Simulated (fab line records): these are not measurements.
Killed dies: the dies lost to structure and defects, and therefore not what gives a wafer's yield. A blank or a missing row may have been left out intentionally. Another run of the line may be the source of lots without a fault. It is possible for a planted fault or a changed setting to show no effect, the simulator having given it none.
The tool behind it: which one?	flow n5_finfet	Sampling: 21 lots, 63 wafers, 6 of 1938 route steps

## WHAT THE GAUGES SHOWED, per wafer
The record holds no reading of a measuring or inspecting step that can be judged against a usual standard deviation.

## TOOL THAT RAN EACH LOT (tool first, then ch and the chambers of the sampled wafers, then the start)
lot	N5_HKMG_FIN_STRIP_88	N5_GATE_CUT_ETCH_28	N5_GATE_CUT_ETCH_36	N5_MOL_CONTACT_COAG_STRIP_98	N5_MOL_CONTACT_COAG_SPUTTER_143	N5_MOL_CONTACT_COAG_ANNEAL_113
L075	plasma_asher-02 ch 0,1, day 4 12:14	rie_diel-06 ch 0,3, day 4 19:44	rie_diel-06 ch 0,3, day 4 19:45	rie_diel-03 ch 2,3, day 5 04:10	pvd_sputter-03, day 5 05:36	rtp_anneal-01 ch 0, day 5 06:44
L074	plasma_asher-01 ch 0,1, day 4 13:16	rie_diel-02 ch 0,2,3, day 4 23:49	rie_diel-02 ch 0,2,3, day 4 23:50	rie_diel-05 ch 0,2,3, day 5 08:34	pvd_sputter-01, day 5 10:28	rtp_anneal-02 ch 0, day 5 11:12
L076	plasma_asher-02 ch 0,1, day 4 18:31	rie_diel-01 ch 0,3, day 5 06:04	rie_diel-01 ch 0,3, day 5 06:05	rie_diel-05 ch 0,1, day 5 11:09	pvd_sputter-03, day 5 14:04	rtp_anneal-02 ch 0, day 5 14:57
L077	plasma_asher-01 ch 0,1, day 5 07:35	rie_diel-02 ch 2,3, day 5 14:23	rie_diel-02 ch 2,3, day 5 14:25	rie_diel-04 ch 0,3, day 5 18:28	pvd_sputter-02, day 5 20:19	rtp_anneal-01 ch 0, day 5 21:30
L078	plasma_asher-01 ch 0,1, day 5 11:59	rie_diel-02 ch 0,3, day 5 19:10	rie_diel-02 ch 0,3, day 5 19:11	rie_diel-05 ch 0,2, day 5 23:38	pvd_sputter-03, day 6 01:22	rtp_anneal-01 ch 0, day 6 02:18
L079	plasma_asher-01 ch 0,1, day 5 16:11	rie_diel-02 ch 0,2, day 5 22:54	rie_diel-02 ch 0,2, day 5 22:55	rie_diel-04 ch 1,2, day 6 03:02	pvd_sputter-01, day 6 06:19	rtp_anneal-02 ch 0, day 6 07:34
L080	plasma_asher-01 ch 0,1, day 5 18:45	rie_diel-01 ch 1,2,3, day 6 01:43	rie_diel-01 ch 1,2,3, day 6 01:44	rie_diel-04 ch 0,3, day 6 05:47	pvd_sputter-02, day 6 07:16	rtp_anneal-01 ch 0, day 6 08:26
L081	plasma_asher-02 ch 0,1, day 6 06:26	rie_diel-06 ch 0,1,2, day 6 13:17	rie_diel-06 ch 0,1,2, day 6 13:19	rie_diel-03 ch 0,2,3, day 6 17:29	pvd_sputter-03, day 6 19:34	rtp_anneal-02 ch 0, day 6 20:32
L082	plasma_asher-02 ch 0,1, day 6 10:47	rie_diel-06 ch 0,1,2, day 6 17:22	rie_diel-06 ch 0,1,2, day 6 17:23	rie_diel-04 ch 1,2,3, day 6 21:32	pvd_sputter-01, day 6 23:46	rtp_anneal-01 ch 0, day 7 00:44
L083	plasma_asher-01 ch 0,1, day 6 19:16	rie_diel-06 ch 0,1, day 7 02:06	rie_diel-06 ch 0,1, day 7 02:07	rie_diel-04 ch 1,2, day 7 06:20	pvd_sputter-02, day 7 07:52	rtp_anneal-02 ch 0, day 7 08:49
L084	plasma_asher-02 ch 1, day 6 23:14	rie_diel-02 ch 1,2,3, day 7 06:49	rie_diel-02 ch 1,2,3, day 7 06:50	rie_diel-05 ch 0,1,3, day 7 11:01	pvd_sputter-02, day 7 13:57	rtp_anneal-01 ch 0, day 7 14:50
L086	plasma_asher-02 ch 1, day 7 22:02	rie_diel-02 ch 0,3, day 8 04:47	rie_diel-02 ch 0,3, day 8 04:48	rie_diel-03 ch 0,3, day 8 08:52	pvd_sputter-03, day 8 11:11	rtp_anneal-01 ch 0, day 8 12:14
L088	plasma_asher-01 ch 0,1, day 8 07:06	rie_diel-06 ch 0,1, day 8 13:51	rie_diel-06 ch 0,1, day 8 13:52	rie_diel-05 ch 2,3, day 8 19:05	pvd_sputter-02, day 9 00:58	rtp_anneal-01 ch 0, day 9 01:50
L089	plasma_asher-02 ch 0,1, day 8 09:50	rie_diel-01 ch 0,3, day 8 17:33	rie_diel-01 ch 0,3, day 8 17:34	rie_diel-04 ch 2,3, day 8 22:56	pvd_sputter-02, day 9 01:43	rtp_anneal-02 ch 0, day 9 02:59
L090	plasma_asher-02 ch 0,1, day 8 16:06	rie_diel-02 ch 0,1,3, day 9 00:40	rie_diel-02 ch 0,1,3, day 9 00:41	rie_diel-05 ch 0,1,3, day 9 04:52	pvd_sputter-01, day 9 06:53	rtp_anneal-02 ch 0, day 9 08:00
L092	plasma_asher-02 ch 0,1, day 8 21:20	rie_diel-02 ch 1,3, day 9 04:13	rie_diel-02 ch 1,3, day 9 04:14	rie_diel-04 ch 0,1,2, day 9 12:53	pvd_sputter-03, day 9 16:02	rtp_anneal-02 ch 0, day 9 16:56
L093	plasma_asher-01 ch 0,1, day 8 22:42	rie_diel-01 ch 0,1,3, day 9 06:07	rie_diel-01 ch 0,1,3, day 9 06:08	rie_diel-03 ch 1,2, day 9 12:56	pvd_sputter-03, day 9 16:38	rtp_anneal-02 ch 0, day 9 17:50
L094	plasma_asher-02 ch 0,1, day 9 08:44	rie_diel-06 ch 0,3, day 9 16:58	rie_diel-06 ch 0,3, day 9 16:59	rie_diel-03 ch 1,2,3, day 9 21:14	pvd_sputter-02, day 10 00:06	rtp_anneal-02 ch 0, day 10 00:59
L095	plasma_asher-01 ch 0,1, day 9 10:13	rie_diel-06 ch 0,1, day 9 18:09	rie_diel-06 ch 0,1, day 9 18:10	rie_diel-04 ch 0,1,2, day 9 22:28	pvd_sputter-03, day 10 00:17	rtp_anneal-01 ch 0, day 10 01:28
L096	plasma_asher-02 ch 0,1, day 9 17:58	rie_diel-02 ch 0,2,3, day 10 00:37	rie_diel-02 ch 0,2,3, day 10 00:38	rie_diel-03 ch 0,3, day 10 05:16	pvd_sputter-01, day 10 08:04	rtp_anneal-01 ch 0, day 10 09:28
L097	plasma_asher-01 ch 0,1, day 10 03:32	rie_diel-06 ch 0,1,2, day 10 10:31	rie_diel-06 ch 0,1,2, day 10 10:32	rie_diel-04 ch 1,2, day 10 14:50	pvd_sputter-03, day 10 17:47	rtp_anneal-01 ch 0, day 10 18:40
- N5_HKMG_FIN_STRIP_88: strips in N2/H2, time 360 s.
- N5_GATE_CUT_ETCH_28: etches underlayer in N2/H2, target depth 13 nm, time 10.4 s.
- N5_GATE_CUT_ETCH_36: etches SiARC in CF4, target depth 13 nm, time 21.7 s.
- N5_MOL_CONTACT_COAG_STRIP_98: strips in N2/H2.
- N5_MOL_CONTACT_COAG_SPUTTER_143: material Co, target thk 2.5 nm.
- N5_MOL_CONTACT_COAG_ANNEAL_113: time 300 s.

## WHAT THE TOOLS THEMSELVES READ (means of the sampled wafers that have a number; where no wafer has one, the mark that the record gives instead)
N5_HKMG_FIN_STRIP_88. Usual: drypump_motor_current_A 5.9 A, standard deviation 0.41; heater_power_w 467 W, standard deviation 33; temp_c 300.00 C, standard deviation 0.2.
lot	tool	drypump_motor_current_A (A)	heater_power_w (W)	temp_c (C)	flag
L075	plasma_asher-02	6.2	490	300.03	
L074	plasma_asher-01	5.9	440	300.14	
L076	plasma_asher-02	6.2	491	299.94	
L077	plasma_asher-01	5.6	437	300.15	
L078	plasma_asher-01	5.9	438	300.00	
L079	plasma_asher-01	5.9	436	299.97	
L080	plasma_asher-01	5.7	431	300.09	
L081	plasma_asher-02	6.2	487	299.90	
L082	plasma_asher-02	5.9	507	299.95	
L083	plasma_asher-01	5.9	439	300.01	
L084	plasma_asher-02	5.7	515	300.04	
L086	plasma_asher-02	5.7	503	300.22	
L088	plasma_asher-01	5.7	434	300.04	
L089	plasma_asher-02	6.2	492	300.09	
L090	plasma_asher-02	5.9	498	299.94	
L092	plasma_asher-02	6.2	480	299.97	
L093	plasma_asher-01	5.6	431	300.04	
L094	plasma_asher-02	6.2	487	299.65	
L095	plasma_asher-01	5.7	432	300.07	
L096	plasma_asher-02	6.2	483	300.04	
L097	plasma_asher-01	6.0	428	300.22	

N5_GATE_CUT_ETCH_28. Usual: drypump_motor_current_A 5.5 A, standard deviation 0.37; etch_rf_on_time_s 10.4 s, standard deviation 0.37; oes_product_au 0.65 a.u., standard deviation 0.065; rf_vpp_V 524.3 V, standard deviation 2.2; showerhead_plenum_p_Torr 2.55 Torr, standard deviation 0.076; throttle_valve_pct 17.91 %, standard deviation 0.28.
lot	tool	drypump_motor_current_A (A)	etch_rf_on_time_s (s)	oes_product_au (a.u.)	rf_vpp_V (V)	showerhead_plenum_p_Torr (Torr)	throttle_valve_pct (%)	flag
L075	rie_diel-06	5.0	10.0	0.64	523.2	2.49	18.05	
L074	rie_diel-02	5.7	10.7	0.66	524.4	2.56	17.74	
L076	rie_diel-01	5.2	10.3	0.72	525.0	2.56	17.90	
L077	rie_diel-02	5.7	10.6	0.61	524.8	2.54	17.98	
L078	rie_diel-02	5.8	10.6	0.67	523.7	2.54	17.92	
L079	rie_diel-02	5.7	10.9	0.65	526.1	2.58	17.57	
L080	rie_diel-01	5.5	10.6	0.63	524.7	2.56	18.08	
L081	rie_diel-06	5.4	10.0	0.68	526.6	2.63	17.93	
L082	rie_diel-06	5.4	10.1	0.68	525.9	2.63	17.94	
L083	rie_diel-06	5.8	10.1	0.61	526.8	2.65	18.12	
L084	rie_diel-02	5.8	10.6	0.60	524.2	2.53	17.85	
L086	rie_diel-02	5.8	10.6	0.69	523.8	2.54	17.71	
L088	rie_diel-06	5.5	9.8	0.64	526.3	2.65	18.03	
L089	rie_diel-01	5.2	10.5	0.64	523.8	2.53	18.01	
L090	rie_diel-02	5.8	10.7	0.64	523.5	2.53	17.79	
L092	rie_diel-02	5.8	10.6	0.60	522.7	2.50	18.04	
L093	rie_diel-01	5.3	10.5	0.65	525.2	2.57	17.96	
L094	rie_diel-06	5.0	9.9	0.62	522.2	2.48	18.10	
L095	rie_diel-06	5.6	10.0	0.63	526.4	2.65	18.05	
L096	rie_diel-02	5.7	10.6	0.71	523.2	2.54	17.66	
L097	rie_diel-06	5.4	10.0	0.66	524.7	2.62	17.98	

N5_GATE_CUT_ETCH_36. Usual: drypump_motor_current_A 5.5 A, standard deviation 0.37; etch_rf_on_time_s 21.6 s, standard deviation 0.72; oes_product_au 0.65 a.u., standard deviation 0.066; rf_vpp_V 184.4 V, standard deviation 1.1; showerhead_plenum_p_Torr 2.15 Torr, standard deviation 0.05; throttle_valve_pct 15.73 %, standard deviation 0.28.
lot	tool	drypump_motor_current_A (A)	etch_rf_on_time_s (s)	oes_product_au (a.u.)	rf_vpp_V (V)	showerhead_plenum_p_Torr (Torr)	throttle_valve_pct (%)	flag
L075	rie_diel-06	5.0	21.0	0.64	183.6	2.12	15.97	
L074	rie_diel-02	5.7	22.4	0.67	184.3	2.16	15.61	
L076	rie_diel-01	5.3	21.9	0.71	184.1	2.17	15.79	
L077	rie_diel-02	5.7	22.0	0.61	183.8	2.13	15.73	
L078	rie_diel-02	5.7	22.1	0.66	183.9	2.14	15.74	
L079	rie_diel-02	5.7	22.6	0.66	185.2	2.18	15.54	
L080	rie_diel-01	5.5	22.4	0.62	184.5	2.15	15.81	
L081	rie_diel-06	5.4	20.7	0.69	184.2	2.19	15.56	
L082	rie_diel-06	5.5	20.7	0.68	184.8	2.19	15.56	
L083	rie_diel-06	5.7	20.9	0.62	184.6	2.21	15.73	
L084	rie_diel-02	5.8	22.1	0.60	184.9	2.14	15.67	
L086	rie_diel-02	5.8	22.2	0.69	184.3	2.16	15.66	
L088	rie_diel-06	5.5	20.5	0.64	185.7	2.22	15.61	
L089	rie_diel-01	5.2	21.9	0.65	184.2	2.14	15.87	
L090	rie_diel-02	5.8	22.4	0.64	184.9	2.14	15.69	
L092	rie_diel-02	5.8	21.9	0.60	184.1	2.11	15.80	
L093	rie_diel-01	5.3	21.8	0.65	184.4	2.17	15.80	
L094	rie_diel-06	5.0	20.9	0.62	183.3	2.11	16.03	
L095	rie_diel-06	5.5	20.8	0.63	184.7	2.22	15.62	
L096	rie_diel-02	5.7	22.1	0.72	185.0	2.15	15.53	
L097	rie_diel-06	5.4	20.9	0.66	184.7	2.19	15.61	

N5_MOL_CONTACT_COAG_STRIP_98. Usual: drypump_motor_current_A 5.6 A, standard deviation 0.43; oes_product_au 0.80 a.u., standard deviation 0.097; rf_vpp_V 54.3 V, standard deviation 1.4; showerhead_plenum_p_Torr 3.37 Torr, standard deviation 0.073; temp_c 40.02 C, standard deviation 0.1; throttle_valve_pct 19.0 %, standard deviation 0.43.
lot	tool	drypump_motor_current_A (A)	oes_product_au (a.u.)	rf_vpp_V (V)	showerhead_plenum_p_Torr (Torr)	temp_c (C)	throttle_valve_pct (%)	flag
L075	rie_diel-03	5.5	0.68	55.8	3.45	40.01	19.5	
L074	rie_diel-05	5.7	0.75	54.3	3.33	40.05	19.0	
L076	rie_diel-05	5.8	0.72	53.3	3.31	39.93	19.0	
L077	rie_diel-04	5.8	0.76	53.1	3.44	40.08	19.1	
L078	rie_diel-05	5.5	0.76	54.4	3.35	40.10	19.1	
L079	rie_diel-04	5.4	0.92	53.6	3.32	40.00	19.1	
L080	rie_diel-04	5.3	0.81	53.3	3.40	40.02	18.6	
L081	rie_diel-03	5.6	0.78	53.4	3.41	39.95	19.0	
L082	rie_diel-04	5.7	0.83	54.0	3.37	39.99	19.3	
L083	rie_diel-04	5.4	0.91	54.0	3.32	40.08	19.2	
L084	rie_diel-05	5.7	0.79	53.7	3.34	40.06	19.0	
L086	rie_diel-03	5.6	0.83	55.0	3.40	40.08	19.3	
L088	rie_diel-05	5.5	0.74	53.3	3.37	40.08	19.2	
L089	rie_diel-04	5.8	0.83	54.7	3.36	40.01	19.2	
L090	rie_diel-05	5.7	0.77	53.6	3.33	39.96	19.1	
L092	rie_diel-04	5.2	0.85	53.3	3.32	40.03	18.9	
L093	rie_diel-03	5.7	0.72	54.1	3.42	39.96	18.9	
L094	rie_diel-03	5.7	0.79	54.7	3.42	39.99	19.1	
L095	rie_diel-04	5.2	0.85	55.0	3.32	39.95	18.8	
L096	rie_diel-03	5.6	0.91	53.4	3.39	40.09	19.1	
L097	rie_diel-04	5.4	0.85	53.5	3.31	40.02	19.2	

N5_MOL_CONTACT_COAG_SPUTTER_143. Usual: chamber_pressure_pa 0.1999 Pa, standard deviation 0.00041; throttle_valve_pct 29.9 %, standard deviation 0.85.
lot	tool	chamber_pressure_pa (Pa)	throttle_valve_pct (%)	flag
L075	pvd_sputter-03	0.1998	30.7	
L074	pvd_sputter-01	0.2004	29.6	
L076	pvd_sputter-03	0.2003	31.3	
L077	pvd_sputter-02	0.2003	29.6	
L078	pvd_sputter-03	0.2001	29.9	
L079	pvd_sputter-01	0.2003	29.8	
L080	pvd_sputter-02	0.2003	29.8	
L081	pvd_sputter-03	0.1998	29.9	
L082	pvd_sputter-01	0.1997	29.1	
L083	pvd_sputter-02	0.2002	30.0	
L084	pvd_sputter-02	0.2002	29.9	
L086	pvd_sputter-03	0.1994	30.2	
L088	pvd_sputter-02	0.2000	29.7	
L089	pvd_sputter-02	0.2001	29.8	
L090	pvd_sputter-01	0.1992	29.2	
L092	pvd_sputter-03	0.2004	30.7	
L093	pvd_sputter-03	0.2002	29.6	
L094	pvd_sputter-02	0.1998	29.8	
L095	pvd_sputter-03	0.2002	30.2	
L096	pvd_sputter-01	0.1997	29.1	
L097	pvd_sputter-03	0.1998	30.1	

N5_MOL_CONTACT_COAG_ANNEAL_113. Usual: lamp_power_pct 2.80 %, standard deviation 0.16; lamp_zone_5_pct 2.80 %, standard deviation 0.16; lamp_zone_6_pct 2.77 %, standard deviation 0.16; wafer_temp_C_max 401.7, standard deviation 0.9.
lot	tool	lamp_power_pct (%)	lamp_zone_5_pct (%)	lamp_zone_6_pct (%)	wafer_temp_C_max	flag
L075	rtp_anneal-01	2.96	2.96	2.93	400.7	
L074	rtp_anneal-02	2.64	2.64	2.61	402.9	
L076	rtp_anneal-02	2.64	2.64	2.61	402.6	
L077	rtp_anneal-01	2.96	2.96	2.93	400.7	
L078	rtp_anneal-01	2.96	2.95	2.93	400.7	
L079	rtp_anneal-02	2.64	2.64	2.61	402.6	
L080	rtp_anneal-01	2.96	2.96	2.93	400.9	
L081	rtp_anneal-02	2.64	2.64	2.61	401.8	
L082	rtp_anneal-01	2.96	2.96	2.93	401.0	
L083	rtp_anneal-02	2.64	2.64	2.61	402.3	
L084	rtp_anneal-01	2.96	2.96	2.93	401.1	
L086	rtp_anneal-01	2.96	2.96	2.92	401.0	
L088	rtp_anneal-01	2.95	2.96	2.93	401.1	
L089	rtp_anneal-02	2.64	2.64	2.61	402.8	
L090	rtp_anneal-02	2.64	2.64	2.61	402.6	
L092	rtp_anneal-02	2.64	2.64	2.61	402.6	
L093	rtp_anneal-02	2.64	2.64	2.61	402.5	
L094	rtp_anneal-02	2.64	2.64	2.61	402.9	
L095	rtp_anneal-01	2.96	2.96	2.93	401.1	
L096	rtp_anneal-01	2.96	2.95	2.93	400.9	
L097	rtp_anneal-01	2.96	2.95	2.93	401.0	

## THE ANSWER, worked out from the rows above alone
Rule: a lot is off if the mean of its wafers that have a number lies more than 3 standard deviations from the usual mean. Also off: a lot with no number at a reading for which 4 or more lots have one. All remaining lots with rows at the step are treated as sound. The gauges are gone through in route order, then the tools' own readings, and for those a lot's mean is taken as printed above. The first step at which some lot is off is used, and at that step the reading that is off furthest; a lot without a number counts as furthest.
Nothing can be told from this: no lot is off at any reading shown.

## WHAT THE SIMULATOR HAD PUT IN
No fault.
